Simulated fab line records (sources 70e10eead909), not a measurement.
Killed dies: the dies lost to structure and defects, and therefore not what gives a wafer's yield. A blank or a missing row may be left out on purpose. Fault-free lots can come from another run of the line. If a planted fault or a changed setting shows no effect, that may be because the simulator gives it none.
Chamber matching | flow nand-harc | NHARC_P_M2_CMP_23 on cmp-01 has 4 sister chambers
The step polishes, t overpolish 20 s, target thk 144.3 nm. 4 wafers are shown with their chamber, then 9 later ones without.

== WAFERS PAIRED WITH THEIR CHAMBERS ==
wafer  | chamber | motor-current-A (A)
L079.4 | 0       | 10.8
L088.2 | 3       | 13.7
L089.4 | 2       | 12.5
L089.5 | 1       | 13.8

== WAFERS WITHOUT THEIR CHAMBER ==
wafer  | motor-current-A (A)
L090.1 | 10.8
L090.2 | 13.2
L090.5 | 12.8
L093.3 | 13.5
L093.5 | 13.0
L093.6 | 11.0
L092.3 | 13.2
L092.4 | 12.8
L092.6 | 12.7

== WHICH CHAMBER EACH ONE RAN IN ==
wafer  | from the rows above          | in truth
L090.1 | 0                            | 0
L090.2 | can't be placed: 3 or 1 or 2 | 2
L090.5 | can't be placed: 2 or 3      | 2
L093.3 | can't be placed: 3 or 1      | 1
L093.5 | can't be placed: 2 or 3 or 1 | 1
L093.6 | 0                            | 0
L092.3 | can't be placed: 3 or 1 or 2 | 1
L092.4 | can't be placed: 2 or 3      | 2
L092.6 | 2                            | 2
Placed correctly: 3 of 9. From these rows, 6 cannot be placed; in 6 the true chamber is one of the candidates. Wrongly placed: 0.
How it was worked out, from the rows above alone: a wafer's distance from a chamber is the root of the sum, over the readings, of the square of ((its reading less the chamber's mean) divided by the reading's scatter). The wafer belongs to the nearest chamber; if the next one is less than 2 further off, it can't be placed. For every chamber, the mean is computed from those of its wafers that are shown. The scatter (one wafer shown for each chamber): square how far every hidden wafer sits from the nearest shown wafer, average those squares and take the square root.
